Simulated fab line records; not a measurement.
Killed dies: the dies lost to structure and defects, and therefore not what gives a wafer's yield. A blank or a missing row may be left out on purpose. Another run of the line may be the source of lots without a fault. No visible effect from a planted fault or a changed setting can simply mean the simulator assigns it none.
fab line records / flow nand_harc
[record] lots = 7 wafers = 21 last_day = 34
route steps=1302 shown A_STAIRCASE@860 END@1302
lots that met no fault: taken from a fault-free run of the same line
start_h: hours from the record's opening day to when the first of the lot's shown wafers began / wait_h: hours from the lot's prior step to this one / " same as the row above / L1.1+2: a row that stands for several wafers / - either no value or no given start / * or withheld: withheld / < > ~ a bound
route shown NAME@n: NAME is a module with steps in the file, n the number in the route of the first one / usual: mean and standard deviation over wafers with no fault / same: alike in all rows / chamber/n: place in a boat / sites: per-site readings / _std_site: standard deviation of those values / _edge_site: mean of outer sites minus mean of inner sites / radius_mm: how far each site lies from the wafer's centre / mask NAME#n: copy n / behind: the most recent tool/chamber to have shaped the wafer / hold: cause of the lot's hold/its duration in hours/its outcome / device: whichever transistor did not switch (one of n, p or np) / end of line: the route-end tests of the same wafers / a step without rows: its recipe alone / killed: at the first sort, the dies lost to defects and structure; wafer yield is something else / map: the dies of a wafer, with x for killed, . for not killed, _ for no die there
set.NAME: setting as actually run; set.NAME@STEP: the setting as run at that earlier step / model.NAME: the simulator's own value behind a step, which no gauge read
lots at some steps of the route; a table a step, a row a wafer
services: when a tool's chamber went out of use (start_h, in hours from the record's first day, below 0 if earlier), for how many hours, and the reason
[[steps]]
[step NHARC_A_STAIRCASE_HMDS_434]
[recipe] time_s = 30
[step NHARC_A_STAIRCASE_COAT_435]
[recipe] spin_rpm = 1200
[step NHARC_A_STAIRCASE_SOFTBAKE_436]
[recipe] temp_c = 135 time_s = 170
[step NHARC_A_STAIRCASE_EBR_437]
[step NHARC_A_STAIRCASE_EXPOSE_438]
[recipe] na = 0.5 dose_mj = 28.97 mask_id = STAIR_REV
[step NHARC_A_STAIRCASE_PEB_439]
[recipe] peb_temp_c = 115 peb_time_s = 130
[step NHARC_A_STAIRCASE_DEVELOP_440]
[recipe] time_s = 140
[step NHARC_A_STAIRCASE_HARDBAKE_442]
[recipe] temp_c = 120 time_s = 140
[step NHARC_A_STAIRCASE_DESCUM_443]
[recipe] time_s = 3 o2_flow_sccm = 200 ar_flow_sccm = 0 bias_power_w = 0 chemistry = O2
[usual] drypump_motor_current_A = 5.8/0.53 oes_product_au = 1.003/0.0088 rf_vpp_V = 58.0/0.92 showerhead_plenum_p_Torr = 1.93/0.1 throttle_valve_pct = 11.311/0.0087
lot.wafer=L433.4 tool=rie_diel-04 chamber=1 start_h=484.67 wait_h=- drypump_motor_current_A=5.4 oes_product_au=1.006 rf_hours_counter_h=40 rf_vpp_V=59.4 showerhead_plenum_p_Torr=2.04 throttle_valve_pct=11.317
lot.wafer=L433.1 tool=rie_diel-04 chamber=2 start_h=484.67 wait_h=- drypump_motor_current_A=5.7 oes_product_au=0.989 rf_hours_counter_h=40 rf_vpp_V=57.7 showerhead_plenum_p_Torr=1.91 throttle_valve_pct=11.297
lot.wafer=L433.6 tool=rie_diel-04 chamber=0 start_h=484.67 wait_h=- drypump_motor_current_A=5.2 oes_product_au=1.009 rf_hours_counter_h=- rf_vpp_V=57.5 showerhead_plenum_p_Torr=1.80 throttle_valve_pct=11.313
lot.wafer=L438.2 tool=rie_diel-11 chamber=2 start_h=538.19 wait_h=- drypump_motor_current_A=5.6 oes_product_au=0.995 rf_hours_counter_h=31 rf_vpp_V=57.3 showerhead_plenum_p_Torr=1.77 throttle_valve_pct=11.306
lot.wafer=L438.4 tool=rie_diel-11 chamber=0 start_h=538.19 wait_h=- drypump_motor_current_A=6.4 oes_product_au=0.993 rf_hours_counter_h=30 rf_vpp_V=58.2 showerhead_plenum_p_Torr=1.87 throttle_valve_pct=11.292
lot.wafer=L438.5 tool=rie_diel-11 chamber=3 start_h=538.19 wait_h=- drypump_motor_current_A=5.8 oes_product_au=1.005 rf_hours_counter_h=- rf_vpp_V=58.7 showerhead_plenum_p_Torr=2.07 throttle_valve_pct=11.313
lot.wafer=L440.2 tool=rie_diel-05 chamber=2 start_h=560.68 wait_h=- drypump_motor_current_A=6.3 oes_product_au=1.011 rf_hours_counter_h=34 rf_vpp_V=56.7 showerhead_plenum_p_Torr=1.81 throttle_valve_pct=11.314
lot.wafer=L440.1 tool=rie_diel-05 chamber=3 start_h=560.68 wait_h=- drypump_motor_current_A=5.0 oes_product_au=1.009 rf_hours_counter_h=48 rf_vpp_V=57.2 showerhead_plenum_p_Torr=2.06 throttle_valve_pct=11.313
lot.wafer=L440.5 tool=rie_diel-05 chamber=1 start_h=560.68 wait_h=- drypump_motor_current_A=6.6 oes_product_au=1.001 rf_hours_counter_h=- rf_vpp_V=55.7 showerhead_plenum_p_Torr=1.84 throttle_valve_pct=11.301
lot.wafer=L439.2 tool=rie_diel-04 chamber=2 start_h=560.83 wait_h=- drypump_motor_current_A=5.7 oes_product_au=1.016 rf_hours_counter_h=5 rf_vpp_V=57.1 showerhead_plenum_p_Torr=1.90 throttle_valve_pct=11.317
lot.wafer=L439.3 tool=rie_diel-04 chamber=3 start_h=560.83 wait_h=- drypump_motor_current_A=6.3 oes_product_au=1.009 rf_hours_counter_h=5 rf_vpp_V=56.5 showerhead_plenum_p_Torr=1.88 throttle_valve_pct=11.300
lot.wafer=L439.4 tool=rie_diel-04 chamber=1 start_h=560.83 wait_h=- drypump_motor_current_A=5.3 oes_product_au=0.994 rf_hours_counter_h=- rf_vpp_V=58.9 showerhead_plenum_p_Torr=2.04 throttle_valve_pct=11.297
lot.wafer=L446.2 tool=rie_diel-11 chamber=1 start_h=619.11 wait_h=- drypump_motor_current_A=5.8 oes_product_au=0.974 rf_hours_counter_h=0 rf_vpp_V=58.1 showerhead_plenum_p_Torr=1.96 throttle_valve_pct=11.323
lot.wafer=L446.5 tool=rie_diel-11 chamber=2 start_h=619.11 wait_h=- drypump_motor_current_A=5.5 oes_product_au=0.992 rf_hours_counter_h=- rf_vpp_V=57.6 showerhead_plenum_p_Torr=2.08 throttle_valve_pct=11.306
lot.wafer=L446.6 tool=rie_diel-11 chamber=3 start_h=619.11 wait_h=- drypump_motor_current_A=5.8 oes_product_au=0.989 rf_hours_counter_h=- rf_vpp_V=59.0 showerhead_plenum_p_Torr=2.06 throttle_valve_pct=11.313
lot.wafer=L450.1 tool=rie_diel-05 chamber=1 start_h=664.62 wait_h=- drypump_motor_current_A=6.6 oes_product_au=0.996 rf_hours_counter_h=16 rf_vpp_V=57.7 showerhead_plenum_p_Torr=1.83 throttle_valve_pct=11.314
lot.wafer=L450.4 tool=rie_diel-05 chamber=2 start_h=664.62 wait_h=- drypump_motor_current_A=6.3 oes_product_au=1.004 rf_hours_counter_h=20 rf_vpp_V=59.1 showerhead_plenum_p_Torr=1.80 throttle_valve_pct=11.318
lot.wafer=L450.6 tool=rie_diel-05 chamber=3 start_h=664.62 wait_h=- drypump_motor_current_A=4.9 oes_product_au=0.996 rf_hours_counter_h=- rf_vpp_V=58.9 showerhead_plenum_p_Torr=2.05 throttle_valve_pct=11.322
lot.wafer=L449.4 tool=rie_diel-11 chamber=0 start_h=670.86 wait_h=- drypump_motor_current_A=6.4 oes_product_au=1.001 rf_hours_counter_h=15 rf_vpp_V=58.3 showerhead_plenum_p_Torr=1.86 throttle_valve_pct=11.310
lot.wafer=L449.1 tool=rie_diel-11 chamber=1 start_h=670.86 wait_h=- drypump_motor_current_A=5.8 oes_product_au=1.001 rf_hours_counter_h=17 rf_vpp_V=58.6 showerhead_plenum_p_Torr=1.96 throttle_valve_pct=11.315
lot.wafer=L449.5 tool=rie_diel-11 chamber=3 start_h=670.86 wait_h=- drypump_motor_current_A=5.8 oes_product_au=1.001 rf_hours_counter_h=- rf_vpp_V=57.2 showerhead_plenum_p_Torr=2.05 throttle_valve_pct=11.307
[step NHARC_A_STAIRCASE_ETCH_444]
[recipe] target_depth_a = 2.04e+05 time_s = 6800 c4f8_flow_sccm = 20 o2_flow_sccm = 10 ar_flow_sccm = withheld rf_w = 600 bias_w = 1000 chemistry = C4F8/O2
[usual] bias_w = 999.9/3 oes_product_au = 0.940/0.022 rf_vpp_V = 808/5.6
lot.wafer=L433.1 tool=rie_diel-04 chamber=2 start_h=485.70 wait_h=1.0 bias_w=999.2 oes_product_au=0.919 rf_hours_counter_h=41 rf_vpp_V=807
lot.wafer=L433.4 tool=rie_diel-04 chamber=3 start_h=485.70 wait_h=1.0 bias_w=999.4 oes_product_au=0.933 rf_hours_counter_h=41 rf_vpp_V=805
lot.wafer=L433.6 tool=rie_diel-04 chamber=1 start_h=485.70 wait_h=1.0 bias_w=1000.9 oes_product_au=0.929 rf_hours_counter_h=- rf_vpp_V=814
lot.wafer=L438.4 tool=rie_diel-11 chamber=0 start_h=538.49 wait_h=0.3 bias_w=1006.3 oes_product_au=0.918 rf_hours_counter_h=31 rf_vpp_V=805
lot.wafer=L438.2 tool=rie_diel-11 chamber=1 start_h=538.49 wait_h=0.3 bias_w=1002.1 oes_product_au=0.923 rf_hours_counter_h=35 rf_vpp_V=809
lot.wafer=L438.5 tool=rie_diel-11 chamber=1 start_h=540.88 wait_h=2.6 bias_w=1000.2 oes_product_au=0.924 rf_hours_counter_h=- rf_vpp_V=811
lot.wafer=L439.2 tool=rie_diel-04 chamber=1 start_h=560.93 wait_h=0.1 bias_w=996.3 oes_product_au=0.971 rf_hours_counter_h=6 rf_vpp_V=814
lot.wafer=L439.3 tool=rie_diel-04 chamber=3 start_h=562.18 wait_h=1.3 bias_w=1002.0 oes_product_au=0.983 rf_hours_counter_h=6 rf_vpp_V=805
lot.wafer=L439.4 tool=rie_diel-04 chamber=2 start_h=563.43 wait_h=2.5 bias_w=996.8 oes_product_au=0.976 rf_hours_counter_h=- rf_vpp_V=807
lot.wafer=L440.2 tool=rie_diel-05 chamber=3 start_h=561.23 wait_h=0.5 bias_w=998.4 oes_product_au=0.932 rf_hours_counter_h=49 rf_vpp_V=816
lot.wafer=L440.1 tool=rie_diel-05 chamber=0 start_h=561.23 wait_h=0.5 bias_w=996.9 oes_product_au=0.935 rf_hours_counter_h=54 rf_vpp_V=810
lot.wafer=L440.5 tool=rie_diel-05 chamber=3 start_h=563.12 wait_h=2.4 bias_w=995.6 oes_product_au=0.929 rf_hours_counter_h=- rf_vpp_V=815
lot.wafer=L446.2 tool=rie_diel-11 chamber=1 start_h=619.17 wait_h=0.1 bias_w=999.8 oes_product_au=0.960 rf_hours_counter_h=1 rf_vpp_V=810
lot.wafer=L446.6 tool=rie_diel-11 chamber=1 start_h=621.08 wait_h=1.9 bias_w=998.4 oes_product_au=0.953 rf_hours_counter_h=- rf_vpp_V=809
lot.wafer=L446.5 tool=rie_diel-11 chamber=2 start_h=621.08 wait_h=1.9 bias_w=997.0 oes_product_au=0.966 rf_hours_counter_h=- rf_vpp_V=815
lot.wafer=L450.4 tool=rie_diel-05 chamber=3 start_h=664.69 wait_h=0.1 bias_w=998.2 oes_product_au=0.917 rf_hours_counter_h=27 rf_vpp_V=813
lot.wafer=L450.1 tool=rie_diel-05 chamber=0 start_h=664.69 wait_h=0.1 bias_w=1000.6 oes_product_au=0.939 rf_hours_counter_h=27 rf_vpp_V=809
lot.wafer=L450.6 tool=rie_diel-05 chamber=0 start_h=667.08 wait_h=2.4 bias_w=1000.1 oes_product_au=0.937 rf_hours_counter_h=- rf_vpp_V=810
lot.wafer=L449.4 tool=rie_diel-11 chamber=2 start_h=671.41 wait_h=0.5 bias_w=1001.7 oes_product_au=0.930 rf_hours_counter_h=20 rf_vpp_V=814
lot.wafer=L449.1 tool=rie_diel-11 chamber=3 start_h=671.41 wait_h=0.5 bias_w=1000.9 oes_product_au=0.929 rf_hours_counter_h=18 rf_vpp_V=814
lot.wafer=L449.5 tool=rie_diel-11 chamber=2 start_h=673.32 wait_h=2.4 bias_w=998.2 oes_product_au=0.933 rf_hours_counter_h=- rf_vpp_V=814
[step NHARC_A_STAIRCASE_STRIP_446]
[recipe] power_w = 1500 temp_c = 250 chemistry = O2
[usual] drypump_motor_current_A = 5.59/0.22 heater_power_w = 334/15 rf_refl_power_W = 21/9.4
lot.wafer=L433.1 tool=plasma_asher-02 chamber=0 start_h=489.16 wait_h=0.0 drypump_motor_current_A=5.41 heater_power_w=346 rf_hours_counter_h=8 rf_refl_power_W=21
lot.wafer=L433.4 tool=plasma_asher-02 chamber=1 start_h=489.16 wait_h=0.0 drypump_motor_current_A=5.96 heater_power_w=317 rf_hours_counter_h=- rf_refl_power_W=12
lot.wafer=L433.6 tool=plasma_asher-02 chamber=0 start_h=489.16 wait_h=0.0 drypump_motor_current_A=5.41 heater_power_w=344 rf_hours_counter_h=- rf_refl_power_W=20
lot.wafer=L438.2 tool=plasma_asher-01 chamber=1 start_h=542.95 wait_h=0.1 drypump_motor_current_A=- heater_power_w=- rf_hours_counter_h=- rf_refl_power_W=-
lot.wafer=L438.4 tool=plasma_asher-01 chamber=1 start_h=542.95 wait_h=0.1 drypump_motor_current_A=- heater_power_w=- rf_hours_counter_h=- rf_refl_power_W=-
lot.wafer=L438.5 tool=plasma_asher-01 chamber=0 start_h=542.95 wait_h=0.1 drypump_motor_current_A=- heater_power_w=- rf_hours_counter_h=- rf_refl_power_W=-
lot.wafer=L440.2 tool=plasma_asher-02 chamber=0 start_h=565.31 wait_h=0.2 drypump_motor_current_A=- heater_power_w=- rf_hours_counter_h=- rf_refl_power_W=-
lot.wafer=L440.1 tool=plasma_asher-02 chamber=1 start_h=565.31 wait_h=0.2 drypump_motor_current_A=- heater_power_w=- rf_hours_counter_h=- rf_refl_power_W=-
lot.wafer=L440.5 tool=plasma_asher-02 chamber=1 start_h=565.31 wait_h=0.2 drypump_motor_current_A=- heater_power_w=- rf_hours_counter_h=- rf_refl_power_W=-
lot.wafer=L439.2 tool=plasma_asher-02 chamber=0 start_h=566.50 wait_h=0.3 drypump_motor_current_A=- heater_power_w=- rf_hours_counter_h=- rf_refl_power_W=-
lot.wafer=L439.4 tool=plasma_asher-02 chamber=1 start_h=566.50 wait_h=0.3 drypump_motor_current_A=- heater_power_w=- rf_hours_counter_h=- rf_refl_power_W=-
lot.wafer=L439.3 tool=plasma_asher-02 chamber=0 start_h=566.50 wait_h=0.3 drypump_motor_current_A=- heater_power_w=- rf_hours_counter_h=- rf_refl_power_W=-
lot.wafer=L446.2 tool=plasma_asher-01 chamber=1 start_h=623.63 wait_h=0.1 drypump_motor_current_A=5.52 heater_power_w=332 rf_hours_counter_h=17 rf_refl_power_W=17
lot.wafer=L446.5 tool=plasma_asher-01 chamber=1 start_h=623.63 wait_h=0.1 drypump_motor_current_A=5.49 heater_power_w=341 rf_hours_counter_h=- rf_refl_power_W=16
lot.wafer=L446.6 tool=plasma_asher-01 chamber=0 start_h=623.63 wait_h=0.1 drypump_motor_current_A=5.46 heater_power_w=325 rf_hours_counter_h=- rf_refl_power_W=36
lot.wafer=L450.1 tool=plasma_asher-01 chamber=1 start_h=669.10 wait_h=0.0 drypump_motor_current_A=5.48 heater_power_w=324 rf_hours_counter_h=26 rf_refl_power_W=16
lot.wafer=L450.4 tool=plasma_asher-01 chamber=1 start_h=669.10 wait_h=0.0 drypump_motor_current_A=5.46 heater_power_w=336 rf_hours_counter_h=- rf_refl_power_W=16
lot.wafer=L450.6 tool=plasma_asher-01 chamber=1 start_h=669.10 wait_h=0.0 drypump_motor_current_A=5.47 heater_power_w=336 rf_hours_counter_h=- rf_refl_power_W=16
lot.wafer=L449.1 tool=plasma_asher-02 chamber=0 start_h=675.39 wait_h=0.1 drypump_motor_current_A=5.40 heater_power_w=352 rf_hours_counter_h=11 rf_refl_power_W=20
lot.wafer=L449.4 tool=plasma_asher-02 chamber=1 start_h=675.39 wait_h=0.1 drypump_motor_current_A=5.95 heater_power_w=303 rf_hours_counter_h=- rf_refl_power_W=12
lot.wafer=L449.5 tool=plasma_asher-02 chamber=1 start_h=675.39 wait_h=0.1 drypump_motor_current_A=5.96 heater_power_w=297 rf_hours_counter_h=- rf_refl_power_W=12
[step NHARC_A_STAIRCASE_STRIP_447]
[recipe] time_s = 900 temp_c = 130 chemistry = SPM
[step NHARC_END_SORT_01]
[recipe] temp_c = 25
[usual] killed_at_array = 64/16 killed_at_other = 1.0/1.1 killed_at_periphery = 3.5/2.3 killed_dies = 69/17 killed_open = 3.2/1.6 killed_short = 2.4/1.6
[same] gross_dies = 677
lot.wafer=L433.1 tool=prober-01 chamber=0 start_h=621.07 wait_h=2.5 killed_at_array=78 killed_at_other=1 killed_at_periphery=2 killed_dies=81 killed_open=3 killed_short=2
lot.wafer=L433.4 tool=prober-01 chamber=0 start_h=623.50 wait_h=3.4 killed_at_array=90 killed_at_other=1 killed_at_periphery=1 killed_dies=92 killed_open=1 killed_short=1
lot.wafer=L433.6 tool=prober-01 chamber=0 start_h=625.12 wait_h=4.0 killed_at_array=75 killed_at_other=0 killed_at_periphery=1 killed_dies=76 killed_open=2 killed_short=1
lot.wafer=L438.2 tool=prober-01 chamber=0 start_h=675.18 wait_h=2.8 killed_at_array=51 killed_at_other=0 killed_at_periphery=2 killed_dies=53 killed_open=5 killed_short=6
lot.wafer=L438.4 tool=prober-01 chamber=0 start_h=676.80 wait_h=3.4 killed_at_array=51 killed_at_other=1 killed_at_periphery=7 killed_dies=59 killed_open=5 killed_short=2
lot.wafer=L438.5 tool=prober-01 chamber=0 start_h=677.61 wait_h=3.7 killed_at_array=49 killed_at_other=1 killed_at_periphery=1 killed_dies=51 killed_open=3 killed_short=4
lot.wafer=L439.2 tool=prober-01 chamber=0 start_h=699.99 wait_h=2.8 killed_at_array=50 killed_at_other=0 killed_at_periphery=2 killed_dies=52 killed_open=3 killed_short=3
lot.wafer=L439.3 tool=prober-01 chamber=0 start_h=700.80 wait_h=3.1 killed_at_array=59 killed_at_other=0 killed_at_periphery=3 killed_dies=62 killed_open=3 killed_short=6
lot.wafer=L439.4 tool=prober-01 chamber=0 start_h=701.60 wait_h=3.4 killed_at_array=50 killed_at_other=2 killed_at_periphery=2 killed_dies=54 killed_open=3 killed_short=4
lot.wafer=L449.1 tool=prober-02 chamber=0 start_h=810.61 wait_h=2.5 killed_at_array=76 killed_at_other=1 killed_at_periphery=1 killed_dies=78 killed_open=1 killed_short=2
lot.wafer=L449.4 tool=prober-02 chamber=0 start_h=813.02 wait_h=3.4 killed_at_array=74 killed_at_other=1 killed_at_periphery=4 killed_dies=79 killed_open=5 killed_short=2
lot.wafer=L449.5 tool=prober-02 chamber=0 start_h=813.82 wait_h=3.7 killed_at_array=58 killed_at_other=0 killed_at_periphery=4 killed_dies=62 killed_open=4 killed_short=3
// killed by level:class
L433.1 A_CHANNEL_HOLE_D2:chamber_film_flake=39 A_SLIT:chamber_film_flake=22 A_CHANNEL_HOLE_D1:chamber_film_flake=6 A_STAIRCASE:chamber_film_flake=4 A_CONTACT:chamber_film_flake=4 P_CONTACT:geometric_particle:open=1 A_SOURCE_PLATE:geometric_particle:short=1 A_WL_FILL:geometric_particle:short=1
L433.4 A_CHANNEL_HOLE_D2:chamber_film_flake=39 A_SLIT:chamber_film_flake=34 A_CHANNEL_HOLE_D1:chamber_film_flake=6 A_STAIRCASE:chamber_film_flake=6 A_CHANNEL_FILL_D1:chamber_film_flake=2 A_CONTACT:chamber_film_flake=2 P_CONTACT:geometric_particle:short=1 A_CHANNEL_FILL_D1:geometric_particle:open=1
L433.6 A_SLIT:chamber_film_flake=32 A_CHANNEL_HOLE_D2:chamber_film_flake=30 A_CHANNEL_HOLE_D1:chamber_film_flake=6 A_CHANNEL_FILL_D1:chamber_film_flake=2 A_ONON_D1:geometric_particle:open=1 A_DECK1_JOINT:geometric_particle:short=1 A_M0:geometric_particle:open=1 P_STI:chamber_film_flake=1
L438.2 A_SLIT:chamber_film_flake=25 A_CHANNEL_HOLE_D1:chamber_film_flake=7 A_SOURCE_PLATE:geometric_particle:short=3 A_ONON_D2:geometric_particle:open=3 A_CONTACT:chamber_film_flake=3 A_CHANNEL_FILL_D2:chamber_film_flake=2 A_CHANNEL_HOLE_D1:geometric_particle:short=1 A_ONON_D2:geometric_particle:short=1
L438.4 A_SLIT:chamber_film_flake=27 A_CHANNEL_HOLE_D1:chamber_film_flake=8 A_CONTACT:chamber_film_flake=5 A_WL_FILL:chamber_film_flake=4 A_ONON_D2:geometric_particle:open=3 P_GATE:chamber_film_flake=3 A_SGD_CUT:geometric_particle:short=2 P_ZERO_WELL:chamber_film_flake=2
L438.5 A_SLIT:chamber_film_flake=29 A_CHANNEL_HOLE_D1:chamber_film_flake=7 A_CONTACT:chamber_film_flake=4 A_WL_FILL:geometric_particle:short=2 A_WL_FILL:chamber_film_flake=2 A_CHANNEL_FILL_D1:geometric_particle:open=1 A_ONON_D2:geometric_particle:open=1 A_CHANNEL_FILL_D2:geometric_particle:short=1
L439.2 A_CHANNEL_HOLE_D2:chamber_film_flake=24 A_CHANNEL_HOLE_D1:chamber_film_flake=9 A_CONTACT:chamber_film_flake=5 A_CHANNEL_FILL_D1:chamber_film_flake=2 A_DECK1_JOINT:chamber_film_flake=2 A_SLIT:chamber_film_flake=2 P_M0:geometric_particle:open=1 A_ONON_D1:geometric_particle:short=1
L439.3 A_CHANNEL_HOLE_D2:chamber_film_flake=25 A_CHANNEL_HOLE_D1:chamber_film_flake=12 A_CONTACT:chamber_film_flake=10 A_DECK1_JOINT:geometric_particle:short=3 A_STAIRCASE:chamber_film_flake=2 P_GATE:geometric_particle:short=1 P_M0:geometric_particle:open=1 A_ONON_D1:geometric_particle:open=1
L439.4 A_CHANNEL_HOLE_D2:chamber_film_flake=27 A_CONTACT:chamber_film_flake=6 A_CHANNEL_HOLE_D1:chamber_film_flake=5 A_WL_FILL:geometric_particle:short=2 A_DECK1_JOINT:chamber_film_flake=2 A_SLIT:chamber_film_flake=2 A_M0:chamber_film_flake=2 THIN_TSV:chamber_film_flake=2
L449.1 A_CHANNEL_HOLE_D2:chamber_film_flake=36 A_CHANNEL_HOLE_D1:chamber_film_flake=16 A_SLIT:chamber_film_flake=7 A_CONTACT:chamber_film_flake=5 A_WL_FILL:chamber_film_flake=4 A_STAIRCASE:chamber_film_flake=3 A_DECK1_JOINT:chamber_film_flake=2 A_DECK1_JOINT:geometric_particle:short=1
L449.4 A_CHANNEL_HOLE_D2:chamber_film_flake=28 A_CHANNEL_HOLE_D1:chamber_film_flake=14 A_SLIT:chamber_film_flake=11 A_STAIRCASE:chamber_film_flake=4 A_WL_FILL:chamber_film_flake=4 A_CONTACT:chamber_film_flake=4 A_CHANNEL_FILL_D1:chamber_film_flake=2 A_DECK1_JOINT:chamber_film_flake=2
L449.5 A_CHANNEL_HOLE_D2:chamber_film_flake=18 A_CHANNEL_HOLE_D1:chamber_film_flake=13 A_CONTACT:chamber_film_flake=7 A_SLIT:chamber_film_flake=6 A_STAIRCASE:chamber_film_flake=4 P_GATE:chamber_film_flake=2 A_WL_FILL:chamber_film_flake=2 P_CONTACT:geometric_particle:open=1
[[services]]
tool=rie_diel-11 chamber=0 start_h=466.17 hours=- kind=clean
tool=rie_diel-11 chamber=1 start_h=466.17 hours=- kind=clean
tool=rie_diel-11 chamber=2 start_h=466.17 hours=- kind=clean
tool=rie_diel-11 chamber=3 start_h=466.17 hours=- kind=clean
tool=rie_diel-11 chamber=0 start_h=490.69 hours=- kind=clean
tool=rie_diel-11 chamber=1 start_h=490.69 hours=- kind=clean
tool=rie_diel-11 chamber=2 start_h=490.69 hours=- kind=clean
tool=rie_diel-11 chamber=3 start_h=490.69 hours=- kind=clean
tool=rie_diel-11 chamber=0 start_h=515.68 hours=- kind=clean
tool=rie_diel-11 chamber=1 start_h=515.68 hours=- kind=clean
tool=rie_diel-11 chamber=2 start_h=515.68 hours=- kind=clean
tool=rie_diel-11 chamber=3 start_h=515.68 hours=- kind=clean
tool=rie_diel-04 chamber=0 start_h=518.99 hours=65.0 kind=repair
tool=plasma_asher-01 chamber=- start_h=519.14 hours=9.0 kind=pm
tool=rie_diel-04 chamber=- start_h=533.58 hours=9.0 kind=pm
tool=rie_diel-11 chamber=0 start_h=541.86 hours=- kind=clean
tool=plasma_asher-01 chamber=- start_h=559.61 hours=12.9 kind=repair
tool=plasma_asher-02 chamber=- start_h=572.09 hours=6.4 kind=repair
tool=rie_diel-05 chamber=- start_h=583.65 hours=9.0 kind=pm
tool=rie_diel-05 chamber=1 start_h=594.14 hours=11.2 kind=repair
tool=plasma_asher-02 chamber=- start_h=608.22 hours=9.0 kind=pm
tool=rie_diel-11 chamber=- start_h=609.92 hours=9.0 kind=pm
tool=rie_diel-04 chamber=- start_h=617.11 hours=0.4 kind=repair
tool=rie_diel-04 chamber=1 start_h=661.86 hours=9.7 kind=repair
[[key]]
[first_sign] step = NHARC_A_STAIRCASE_STRIP_446 reading = tool_record direction = missing
effect none on later readings
met_at NHARC_A_STAIRCASE_STRIP_446
struck_wafers L438.2,L438.4,L438.5,L439.2,L439.3,L439.4,L440.1,L440.2,L440.5
tester_left_out L438,L439,L440
onset_between 489.16 542.95
[fault] kind = skipped_step_whole tool = plasma_asher-01,plasma_asher-02 chamber = - onset_h = 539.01 steps = NHARC_A_STAIRCASE_STRIP_446 scope = struck_lots_only
// tester_left_out: of these lots the tester's yield and bins aren't shown, on N5 and GAA mostly nor the transistor test; their killed dies are dies lost to structure and defects alone, not to doping, threshold or leakage, so they don't give the yield
